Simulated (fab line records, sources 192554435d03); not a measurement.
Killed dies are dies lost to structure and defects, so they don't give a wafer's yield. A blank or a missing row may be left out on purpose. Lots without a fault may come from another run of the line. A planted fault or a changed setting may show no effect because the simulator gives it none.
fab line records | flow n5_finfet
record lots=7 wafers=21
route steps=1938 shown BEOL_M4@1026 BEOL_M5@1120 BEOL_M7@1266 BEOL_M8@1335
start_h: hours from the record's first day to the start of the lot's first wafer shown | wait_h: hours since the lot's step before | " the same as in the row above | L1.1+2: a row that stands for several wafers | - no value, or no start given | * or withheld: withheld | < > ~ a bound
route shown NAME@n: a module of which the file shows steps, and the number in the route of the first | usual: mean/standard deviation of fault-free wafers | same: alike in all rows | chamber/n: place in a boat | sites: the reading at each site | _std_site: their standard deviation | _edge_site: outer sites' mean less inner sites' | radius_mm: how far each site lies from the wafer's centre | mask NAME#n: copy n | behind: the tool/chamber that last shaped the wafer | hold: why the lot was held/for how many hours/how that ended | device: the transistor (n, p or np) that didn't switch | end of line: the same wafers' tests at the end of the route | a step without rows: its recipe alone | killed: dies lost to structure and defects at the first sort, not the wafer's yield | map: a wafer's dies, x killed, . not, _ none there
set.NAME: the setting as run; set.NAME@STEP: as run at that earlier step | model.NAME: the simulator's own value behind a step, which no gauge read
lots whose settings were changed on purpose; a table a step, a row a wafer
## steps
# step N5_BEOL_M4_COAT_62
# recipe resist=SiARC temp_c=220 time_s=60 spin_rpm=1500 resist_thk_nm=12
# columns lot.wafer tool chamber start_h wait_h set.spin_rpm
L077.2+4+6 litho_track-03 0 - - 1500
L075.1+3 litho_track-02 0 - - 1500
L075.4 " 0 " " 1632
L084.1+2+3 litho_track-01 0 - - 1500
L089.1+6 litho_track-02 0 - - 1562
L089.5 " 0 " " 1500
L088.2+3+6 litho_track-01 0 - - 1500
L092.1 litho_track-01 0 - - 1500
L092.2+3 " 0 " " 1444
L091.1+3 litho_track-01 0 - - 1555
L091.2 " 0 " " 1500
# step N5_BEOL_M4_COAT_73
# recipe resist=underlayer temp_c=205 time_s=60 spin_rpm=1500 resist_thk_nm=5
# step N5_BEOL_M4_COAT_05
# recipe resist=CAR-EUV spin_rpm=1500 resist_thk_nm=30
# step N5_BEOL_M4_DESCUM_16
# recipe chemistry=O2 time_s=7 source_power_w=50 bias_power_w=20 pressure_mtorr=20 rf_frequency_hz=2.712e+07 temp_c=40 resist=CAR-EUV o2_flow_sccm=225
# step N5_BEOL_M4_ETCH_74
# recipe chemistry=N2/H2 target=underlayer target_depth_a=65 mask_material=CAR-EUV time_s=5.2 ion_energy_ev=200 pressure_mtorr=30 source_w=840 bias_w=150 n2_flow_sccm=200 h2_flow_sccm=200 ends=cleared
# step N5_BEOL_M4_ETCH_63
# recipe chemistry=CF4 target=SiARC target_depth_a=156 mask_material=CAR-EUV time_s=26 ion_energy_ev=80 pressure_mtorr=40 source_w=545 bias_w=36 Ar_flow_sccm=100 cf4_flow_sccm=100 ends=cleared
# columns lot.wafer tool chamber start_h wait_h set.spin_rpm@BEOL_M4_COAT_62 model.etch.depth_nm
L077.2+4+6 rie_diel-05 2,2,0 181.52 0.0 1500 12.03
L075.1 rie_diel-05 1 184.95 0.0 1500 11.96
L075.3 " 2 " " 1500 11.94
L075.4 " 0 " " 1632 11.45
L084.1 rie_diel-04 1 258.83 0.0 1500 11.97
L084.2 " 0 " " 1500 12
L084.3 " 2 " " 1500 11.99
L089.1+6 rie_diel-01 1,0 275.53 0.0 1562 11.75
L089.5 " 3 " " 1500 12
L088.2+3 rie_diel-01 3,0 285.34 0.0 1500 12.02
L088.6 " 2 " " 1500 12.05
L092.1 rie_diel-01 0 304.54 0.0 1500 12
L092.2 " 2 " " 1444 12.23
L092.3 " 1 " " 1444 12.25
L091.1 rie_diel-04 3 308.85 0.0 1555 11.77
L091.2 " 0 " " 1500 11.98
L091.3 " 1 " " 1555 11.74
# step N5_BEOL_M4_DESCUM_33
# recipe chemistry=O2 time_s=7 source_power_w=50 bias_power_w=20 pressure_mtorr=20 rf_frequency_hz=2.712e+07 temp_c=40 resist=CAR-EUV o2_flow_sccm=225
# columns lot.wafer tool chamber start_h wait_h set.time_s model.CAR-EUV_of_BEOL_M4_COAT_22.thk_nm
L077.2+4+6 rie_diel-05 0,1,0 183.98 0.1 7 26
L075.1+3 rie_diel-04 3,1 185.78 0.0 7 25.8
L075.4 " 3 " " 7 26
L084.1+2 rie_diel-04 2,3 259.79 0.2 7 26.2
L084.3 " 1 " " 5.573 26.8
L089.1+5 rie_diel-01 3 276.43 0.1 7 26
L089.6 " 0 " " 5.81 26.6
L088.2+3+6 rie_diel-04 3,2,0 286.32 0.0 7 26
L092.1+3 rie_diel-01 3,2 305.49 0.0 7.83 25.8
L092.2 " 1 " " 7 26.2
L091.1+2 rie_diel-01 3,0 310.15 0.2 7 26
L091.3 " 1 " " 6.072 26.4
# step N5_BEOL_M4_ETCH_77
# recipe chemistry=N2/H2 target=underlayer target_depth_a=65 mask_material=CAR-EUV time_s=5.2 ion_energy_ev=200 pressure_mtorr=30 source_w=840 bias_w=150 n2_flow_sccm=200 h2_flow_sccm=200 ends=cleared
# columns lot.wafer tool chamber start_h wait_h set.time_s@BEOL_M4_DESCUM_33 model.CAR-EUV_of_BEOL_M4_COAT_22.thk_nm
L077.2+4+6 rie_diel-05 0,1,0 184.01 0.0 7 20.4
L075.1+3+4 rie_diel-04 3,1,3 185.81 0.0 7 20.2
L084.1+2 rie_diel-04 2,3 259.83 0.0 7 20.4
L084.3 " 1 " " 5.573 21
L089.1+5 rie_diel-01 3 276.47 0.0 7 20.2
L089.6 " 0 " " 5.81 21
L088.2+3 rie_diel-04 3,2 286.36 0.0 7 20.2
L088.6 " 0 " " 7 20.4
L092.1 rie_diel-01 3 305.53 0.0 7.83 20
L092.2 " 1 " " 7 20.4
L092.3 " 2 " " 7.83 20.2
L091.1 rie_diel-01 3 310.18 0.0 7 20.2
L091.2 " 0 " " 7 20.4
L091.3 " 1 " " 6.072 20.8
# step N5_BEOL_M4_ETCH_69
# recipe chemistry=CF4 target=SiARC target_depth_a=156 mask_material=CAR-EUV time_s=26 ion_energy_ev=80 pressure_mtorr=40 source_w=545 bias_w=36 Ar_flow_sccm=100 cf4_flow_sccm=100 ends=cleared
# columns lot.wafer tool chamber start_h wait_h set.time_s@BEOL_M4_DESCUM_33 model.CAR-EUV_of_BEOL_M4_COAT_22.thk_nm
L077.2+4+6 rie_diel-05 0,1,0 184.03 0.0 7 11.2
L075.1+3+4 rie_diel-04 3,1,3 185.83 0.0 7 11
L084.1+2 rie_diel-04 2,3 259.85 0.0 7 11.2
L084.3 " 1 " " 5.573 11.8
L089.1+5 rie_diel-01 3 276.48 0.0 7 11
L089.6 " 0 " " 5.81 11.8
L088.2+3 rie_diel-04 3,2 286.37 0.0 7 11
L088.6 " 0 " " 7 11.2
L092.1 rie_diel-01 3 305.54 0.0 7.83 10.8
L092.2 " 1 " " 7 11.2
L092.3 " 2 " " 7.83 11
L091.1 rie_diel-01 3 310.20 0.0 7 11
L091.2 " 0 " " 7 11.2
L091.3 " 1 " " 6.072 11.4
# step N5_BEOL_M4_ALD_98
# recipe material=SiO2 target_thk_a=25 temp_c=100 ald_precursor_family=BDEAS ald_co_reactant=O2-plasma pulse_time_s=1 co_reactant_pulse_time_s=1 purge_time_s=2 co_reactant_purge_time_s=2 ald_cycles=17 pressure_torr=2
# step N5_BEOL_M4_ETCHBACK_99
# recipe chemistry=CHF3 target=SiO2 target_depth_a=50 time_s=10.4 source_w=215 bias_w=47 Ar_flow_sccm=200 CHF3_flow_sccm=12 ion_energy_ev=100 pressure_mtorr=30
# columns lot.wafer tool chamber start_h wait_h set.time_s@BEOL_M4_DESCUM_33 model.CAR-EUV_of_BEOL_M4_COAT_22.thk_nm
L077.2+4+6 rie_diel-04 3,3,0 187.13 3.0 7 10.4
L075.1 rie_diel-04 2 192.02 6.1 7 10.2
L075.3+4 " 0,3 " " 7 10.4
L084.1+2 rie_diel-05 2,1 278.40 18.4 7 10.6
L084.3 " 3 " " 5.573 11.2
L089.1+5 rie_diel-01 3 292.24 15.6 7 10.4
L089.6 " 2 " " 5.81 11
L088.2+6 rie_diel-01 0,2 303.43 16.9 7 10.4
L088.3 " 3 " " 7 10.2
L092.1 rie_diel-05 1 325.53 19.9 7.83 10
L092.2 " 3 " " 7 10.6
L092.3 " 0 " " 7.83 10.2
L091.1 rie_diel-04 3 330.25 19.9 7 10.2
L091.2 " 0 " " 7 10.4
L091.3 " 1 " " 6.072 10.8
# step N5_BEOL_M4_TRENCH_ETCH_37
# recipe chemistry=C4F6/O2 target_depth_a=555.55 target=SiOC time_s=29.2 ion_energy_ev=250 pressure_mtorr=30 source_w=355 bias_w=185 Ar_flow_sccm=300 C4F6_flow_sccm=10 O2_flow_sccm=10
# usual rf_vpp_V=667/7.3
# columns lot.wafer tool chamber start_h wait_h set.bias_w rf_vpp_V model.etch.depth_nm model.BEOL_M4.feature_depth_nm
L077.2 rie_diel-04 3 - - 185 668 56.5 56.4
L077.4 " 3 " " 185 671 55.9 56
L077.6 " 0 " " 185 676 55.15 55.2
L075.1 rie_diel-04 2 - - 172.2 626 53.54 53.6
L075.3 " 0 " " 172.2 637 54.01 54
L075.4 " 3 " " 185 669 56.08 56
L084.1 rie_diel-05 2 - - 167.1 613 53.06 53
L084.2 " 1 " " 185 659 55.02 55
L084.3 " 3 " " 167.1 611 53.51 53.6
L089.1 rie_diel-01 3 - - 159.8 583 52.92 53
L089.5 " 3 " " 159.8 584 52.7 52.8
L089.6 " 2 " " 185 682 57.22 57.2
L088.2 rie_diel-01 0 - - 185 672 55.02 55
L088.3 " 3 " " 185 654 55.28 55.2
L088.6 " 2 " " 185 679 56.09 56
L092.1 rie_diel-05 1 - - 200.2 701 55.89 55.8
L092.2 " 3 " " 185 660 55.26 55.2
L092.3 " 0 " " 200.2 714 55.71 55.8
L091.1 rie_diel-04 3 - - 185 668 56.85 56.8
L091.2 " 0 " " 185 673 56.25 56.2
L091.3 " 1 " " 185 668 56.47 56.4
# step N5_BEOL_M4_ETCH_41
# recipe chemistry=CH3F/O2 target=SiCN target_depth_a=299 taper_deg=2 time_s=52.5 ion_energy_ev=120 mask_material=TiN pressure_mtorr=30 source_w=395 bias_w=75 Ar_flow_sccm=150 CH3F_flow_sccm=30 O2_flow_sccm=20
# step N5_BEOL_M4_STRIP_97
# recipe chemistry=N2/H2 time_s=10 power_w=450 temp_c=40 pressure_mtorr=20 rf_frequency_hz=6e+07 bias_power_w=7 n2_flow_sccm=200 h2_flow_sccm=200
# step N5_BEOL_M4_HM_STRIP_39
# recipe chemistry=peroxide_tin_strip material=TiN target_depth_a=250 temp_c=50 time_s=158
# columns lot.wafer tool chamber start_h wait_h set.temp_c@BEOL_M4_PECVD_72 model.SiO2_of_BEOL_M4_PECVD_72.thk_nm
L077.2 wet_bench-03 3 187.56 0.0 400 15.2
L077.4 " 0 " " 393.9 16.2
L077.6 " 1 " " 400 15.6
L075.1 wet_bench-05 2 192.45 0.0 400 15.4
L075.3 " 0 " " 387.1 16.8
L075.4 " 6 " " 400 15.6
L084.1+2 wet_bench-03 3,2 278.83 0.0 400 16
L084.3 " 5 " " 400 15.8
L089.1 wet_bench-03 2 292.67 0.0 393.7 16.6
L089.5 " 5 " " 400 16.2
L089.6 " 1 " " 393.7 16.8
L088.2 wet_bench-05 2 303.89 0.1 400 15.6
L088.3+6 " 7,5 " " 400 16.2
L092.1 wet_bench-04 1 325.97 0.0 409.8 14.8
L092.2 " 3 " " 409.8 14.6
L092.3 " 7 " " 400 16
L091.1 wet_bench-04 6 330.68 0.0 400 15.8
L091.2+3 " 5,2 " " 411.7 14.6
# step N5_BEOL_M5_COAT_05
# recipe resist=CAR-EUV spin_rpm=1500 resist_thk_nm=30
# columns lot.wafer tool chamber start_h wait_h set.spin_rpm model.CAR-EUV_of_BEOL_M5_COAT_05.thk_nm
L077.2+6 litho_track-03 0 - - 1500 30
L077.4 " 0 " " 1337 31.8
L075.1+3+4 litho_track-04 0 - - 1500 30
L084.1 litho_track-04 0 - - 1500 30
L084.2+3 " 0 " " 1359 31.6
L089.1+5+6 litho_track-03 0 - - 1500 29.8
L088.2+3+6 litho_track-05 0 - - 1500 30
L092.1+2+3 litho_track-05 0 - - 1500 30
L091.1+2 litho_track-04 0 - - 1500 30
L091.3 " 0 " " 1500 30.2
# step N5_BEOL_M5_EBR_07
# recipe solvent=PGMEA ebr_width_mm=1.5
# step N5_BEOL_M5_SOFTBAKE_06
# recipe temp_c=110 time_s=60 resist=CAR-EUV
# step N5_BEOL_M5_EXPOSE_08
# recipe mask_id=M5 na=0.33 source_shape=annular sigma_inner=0.4 sigma_outer=0.8 polarization=unpolarized target_cd_nm=28 dose_mj=35.75
# step N5_BEOL_M5_PEB_09
# recipe peb_temp_c=100 peb_time_s=60 resist=CAR-EUV
# step N5_BEOL_M5_DEVELOP_10
# recipe develop_time_s=30 developer=TMAH resist=CAR-EUV rinse_liquid=surfactant_rinse dry=air_spin dev_temp_c=23
# columns lot.wafer tool chamber start_h wait_h set.spin_rpm@BEOL_M5_COAT_05 model.CAR-EUV_of_BEOL_M5_COAT_05.thk_nm
L077.2+6 litho_track-04 0 - - 1500 29.6
L077.4 " 0 " " 1337 31.4
L075.1+3+4 litho_track-03 0 - - 1500 29.6
L084.1 litho_track-05 0 - - 1500 29.6
L084.2 " 0 " " 1359 31
L084.3 " 0 " " 1359 31.2
L089.1+5+6 litho_track-03 0 - - 1500 29.4
L088.2+3 litho_track-04 0 - - 1500 29.6
L088.6 " 0 " " 1500 29.4
L092.1+2+3 litho_track-04 0 - - 1500 29.6
L091.1+2+3 litho_track-04 0 - - 1500 29.6
# step N5_BEOL_M7_PECVD_70
# recipe material=SiO2 target_thk_a=200 temp_c=400 precursor=TEOS/O2 pressure_torr=5.5 rf_w=450 teos_flow_sccm=53.8 gas=O2 flow_sccm=3000 time_s=22.7
# columns lot.wafer tool chamber start_h wait_h set.temp_c model.SiO2_of_BEOL_M7_PECVD_70.thk_nm
L077.2 pecvd-04 1 219.73 0.0 408.4 18.8
L077.4 " 1 " " 408.4 19.2
L077.6 " 2 " " 400 20.4
L075.1 pecvd-01 0 221.08 0.0 400 20
L075.3+4 " 1,0 " " 400 20.4
L084.1 pecvd-01 2 305.93 0.0 408.2 18.8
L084.2+3 " 1,0 " " 408.2 19.2
L089.1 pecvd-04 0 321.08 0.0 410.8 18.2
L089.5 " 0 " " 400 20
L089.6 " 2 " " 400 20.2
L088.2 pecvd-01 2 333.82 0.0 400 19.4
L088.3 " 0 " " 400 19.8
L088.6 " 0 " " 400 20.2
L092.1 pecvd-04 0 356.32 0.0 400 19.8
L092.2+3 " 1,2 " " 400 20
L091.1 pecvd-03 0 358.53 0.0 400 19.6
L091.2 " 1 " " 400 19.8
L091.3 " 2 " " 384.7 21.4
# step N5_BEOL_M7_HM_DEP_02
# recipe material=TiN target_thk_a=200 temp_c=25 chamber_pressure_pa=0.49996
# step N5_BEOL_M7_COAT_59
# recipe resist=SOC temp_c=250 time_s=60 spin_rpm=1500 resist_thk_nm=100
# step N5_BEOL_M7_STRIP_80
# recipe chemistry=N2/H2 time_s=10 power_w=450 temp_c=40 pressure_mtorr=20 rf_frequency_hz=6e+07 bias_power_w=7 n2_flow_sccm=200 h2_flow_sccm=200
# step N5_BEOL_M7_HM_STRIP_39
# recipe chemistry=peroxide_tin_strip material=TiN target_depth_a=250 temp_c=50 time_s=158
# columns lot.wafer tool chamber start_h wait_h set.temp_c@BEOL_M7_PECVD_70 model.SiO2_of_BEOL_M7_PECVD_70.thk_nm
L077.2 wet_bench-06 3 225.72 0.0 408.4 18.8
L077.4 " 5 " " 408.4 19
L077.6 " 0 " " 400 20.2
L075.1 wet_bench-02 0 229.19 0.0 400 19.8
L075.3+4 " 3,4 " " 400 20.2
L084.1 wet_bench-02 5 312.82 0.0 408.2 18.6
L084.2+3 " 2,7 " " 408.2 19
L089.1 wet_bench-02 4 325.11 0.0 410.8 18
L089.5 " 6 " " 400 19.8
L089.6 " 5 " " 400 20
L088.2 wet_bench-02 0 336.45 0.0 400 19.2
L088.3 " 4 " " 400 19.6
L088.6 " 1 " " 400 20
L092.1 wet_bench-01 1 361.38 0.0 400 19.6
L092.2 " 5 " " 400 19.8
L092.3 " 4 " " 400 20
L091.1 wet_bench-01 2 365.80 0.0 400 19.4
L091.2 " 5 " " 400 19.6
L091.3 " 0 " " 384.7 21.4
# step N5_BEOL_M8_PECVD_70
# recipe material=SiO2 target_thk_a=200 temp_c=400 precursor=TEOS/O2 pressure_torr=5.5 rf_w=450 teos_flow_sccm=53.8 gas=O2 flow_sccm=3000 time_s=22.7
# columns lot.wafer tool chamber start_h wait_h set.temp_c model.SiO2_of_BEOL_M8_PECVD_70.thk_nm
L077.2 pecvd-02 1 230.97 0.0 400 20.2
L077.4+6 " 2,0 " " 400 20.4
L075.1+4 pecvd-02 0,2 233.35 0.0 400 20.2
L075.3 " 2 " " 385.6 21.8
L084.1+3 pecvd-01 0,2 318.49 0.0 408.3 19
L084.2 " 1 " " 400 20
L089.1 pecvd-02 2 328.84 0.0 400 20
L089.5 " 1 " " 400 20.4
L089.6 " 2 " " 400 20.6
L088.2+3 pecvd-03 1,0 341.14 0.0 400 19.8
L088.6 " 1 " " 400 20.4
L092.1 pecvd-03 0 365.49 0.0 393.6 20.4
L092.2 " 2 " " 400 19.8
L092.3 " 1 " " 393.6 20.6
L091.1 pecvd-02 0 369.62 0.0 415.4 17.6
L091.2 " 2 " " 415.4 17.8
L091.3 " 1 " " 400 19.8
# step N5_BEOL_M8_ETCH_66
# recipe chemistry=N2/H2 target=SOC target_depth_a=800 overetch_a=160 mask_material=SiARC temp_c=40 time_s=120 ion_energy_ev=200 pressure_mtorr=30 source_w=840 bias_w=150 n2_flow_sccm=200 h2_flow_sccm=200
# usual rf_vpp_V=523.5/1.8
# columns lot.wafer tool chamber start_h wait_h set.source_w rf_vpp_V model.SiARC_of_BEOL_M8_COAT_64.thk_nm
L077.2 rie_diel-04 2 236.87 0.0 840 522.0 6.6
L077.4 " 0 " " 840 525.8 6.4
L077.6 " 3 " " 911.2 510.8 6.2
L075.1 rie_diel-01 1 239.81 0.0 840 521.9 6.4
L075.3 " 3 " " 840 524.5 6.4
L075.4 " 2 " " 699.4 558.7 6.8
L084.1 rie_diel-01 0 322.79 0.0 733 545.8 6.8
L084.2 " 2 " " 840 525.5 6.2
L084.3 " 1 " " 840 522.4 6.4
L089.1 rie_diel-04 0 333.85 0.0 840 525.0 6.6
L089.5 " 1 " " 840 522.3 6.4
L089.6 " 0 " " 840 525.7 6.4
L088.2 rie_diel-01 1 343.20 0.0 840 521.6 6.4
L088.3 " 0 " " 840 519.8 6.4
L088.6 " 1 " " 840 522.1 6.4
L092.1 rie_diel-04 1 368.10 0.0 745.9 543.9 6.8
L092.2 " 3 " " 840 526.1 6.4
L092.3 " 0 " " 745.9 546.6 6.8
L091.1 rie_diel-04 0 372.78 0.0 840 524.7 6.4
L091.2 " 1 " " 840 522.7 6.4
L091.3 " 3 " " 770.3 540.7 6.6
# step N5_BEOL_M8_VIA_ETCH_34
# recipe chemistry=C4F6/O2 target=SiCOH_lowk target_depth_a=1255 mask_material=SOC taper_deg=4 time_s=50.5 ion_energy_ev=250 pressure_mtorr=30 source_w=345 bias_w=185 Ar_flow_sccm=300 C4F6_flow_sccm=10 O2_flow_sccm=10
# usual rf_vpp_V=667/7.5
# columns lot.wafer tool chamber start_h wait_h set.source_w rf_vpp_V model.etch.depth_nm model.SOC_of_BEOL_M8_COAT_63.thk_nm
L077.2 rie_diel-04 2 236.97 0.0 285 731 113.5 54.6
L077.4 " 0 " " 285 744 116.6 54.4
L077.6 " 3 " " 345 669 127.7 53.8
L075.1 rie_diel-01 1 239.91 0.0 345 662 126 53.8
L075.3 " 3 " " 367.7 634 127.9 53.6
L075.4 " 2 " " 345 682 128.4 53.8
L084.1 rie_diel-01 0 322.89 0.0 345 671 123.5 54
L084.2 " 2 " " 345 680 126 54
L084.3 " 1 " " 397 615 131 53.6
L089.1 rie_diel-04 0 333.95 0.0 345 674 125.9 53.8
L089.5 " 1 " " 387.5 629 132.5 53.6
L089.6 " 0 " " 345 673 127.1 54
L088.2 rie_diel-01 1 343.30 0.0 345 661 125 53.8
L088.3 " 0 " " 345 670 124.5 54
L088.6 " 1 " " 345 662 125 53.8
L092.1 rie_diel-04 1 368.20 0.0 345 668 123 54.2
L092.2 " 3 " " 292.1 727 116.8 54.4
L092.3 " 0 " " 292.1 733 115 54.4
L091.1 rie_diel-04 0 372.88 0.0 345 673 124.4 53.8
L091.2 " 1 " " 291.6 728 117.1 54.4
L091.3 " 3 " " 291.6 731 117.8 54.2
## key
split step=N5_BEOL_M4_COAT_62 setting=spin_rpm stated=1500 by=wafer
response step=N5_BEOL_M4_ETCH_63 reading=model.etch.depth_nm change=-0.0591 per=1% r=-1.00
split step=N5_BEOL_M4_DESCUM_33 setting=time_s stated=7 by=wafer
response step=N5_BEOL_M4_DESCUM_33 reading=model.CAR-EUV_of_BEOL_M4_COAT_22.thk_nm change=-0.0318 per=1% r=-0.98
response step=N5_BEOL_M4_ETCH_77 reading=model.CAR-EUV_of_BEOL_M4_COAT_22.thk_nm change=-0.0353 per=1% r=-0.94
response step=N5_BEOL_M4_ETCH_69 reading=model.CAR-EUV_of_BEOL_M4_COAT_22.thk_nm change=-0.0327 per=1% r=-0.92
response step=N5_BEOL_M4_ETCHBACK_99 reading=model.CAR-EUV_of_BEOL_M4_COAT_22.thk_nm change=-0.0343 per=1% r=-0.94
split step=N5_BEOL_M4_TRENCH_ETCH_37 setting=bias_w stated=185 by=wafer
response step=N5_BEOL_M4_TRENCH_ETCH_37 reading=rf_vpp_V change=+6.2 per=1% r=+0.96
response step=N5_BEOL_M4_TRENCH_ETCH_37 reading=model.etch.depth_nm change=+0.246 per=1% r=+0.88
response step=N5_BEOL_M4_TRENCH_ETCH_37 reading=model.BEOL_M4.feature_depth_nm change=+0.241 per=1% r=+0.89
split step=N5_BEOL_M5_COAT_05 setting=spin_rpm stated=1500 by=wafer
response step=N5_BEOL_M5_COAT_05 reading=model.CAR-EUV_of_BEOL_M5_COAT_05.thk_nm change=-0.168 per=1% r=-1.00
response step=N5_BEOL_M5_DEVELOP_10 reading=model.CAR-EUV_of_BEOL_M5_COAT_05.thk_nm change=-0.163 per=1% r=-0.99
split step=N5_BEOL_M7_PECVD_70 setting=temp_c stated=400 by=wafer
response step=N5_BEOL_M7_PECVD_70 reading=model.SiO2_of_BEOL_M7_PECVD_70.thk_nm change=-0.553 per=1% r=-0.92
response step=N5_BEOL_M7_HM_STRIP_39 reading=model.SiO2_of_BEOL_M7_PECVD_70.thk_nm change=-0.575 per=1% r=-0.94
split step=N5_BEOL_M8_PECVD_70 setting=temp_c stated=400 by=wafer
response step=N5_BEOL_M8_PECVD_70 reading=model.SiO2_of_BEOL_M8_PECVD_70.thk_nm change=-0.492 per=1% r=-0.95
split step=N5_BEOL_M8_ETCH_66 setting=source_w stated=840 by=wafer
response step=N5_BEOL_M8_ETCH_66 reading=rf_vpp_V change=-1.89 per=1% r=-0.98
response step=N5_BEOL_M8_ETCH_66 reading=model.SiARC_of_BEOL_M8_COAT_64.thk_nm change=-0.0307 per=1% r=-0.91
split step=N5_BEOL_M8_VIA_ETCH_34 setting=source_w stated=345 by=wafer
response step=N5_BEOL_M8_VIA_ETCH_34 reading=rf_vpp_V change=-3.94 per=1% r=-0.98
response step=N5_BEOL_M8_VIA_ETCH_34 reading=model.etch.depth_nm change=+0.507 per=1% r=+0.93
response step=N5_BEOL_M8_VIA_ETCH_34 reading=model.SOC_of_BEOL_M8_COAT_63.thk_nm change=-0.0284 per=1% r=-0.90
split outside_this_file step=N5_BEOL_M4_PECVD_72 setting=temp_c
# split outside_this_file: this setting was split too, and the file shows its column; the key of that split is in another file
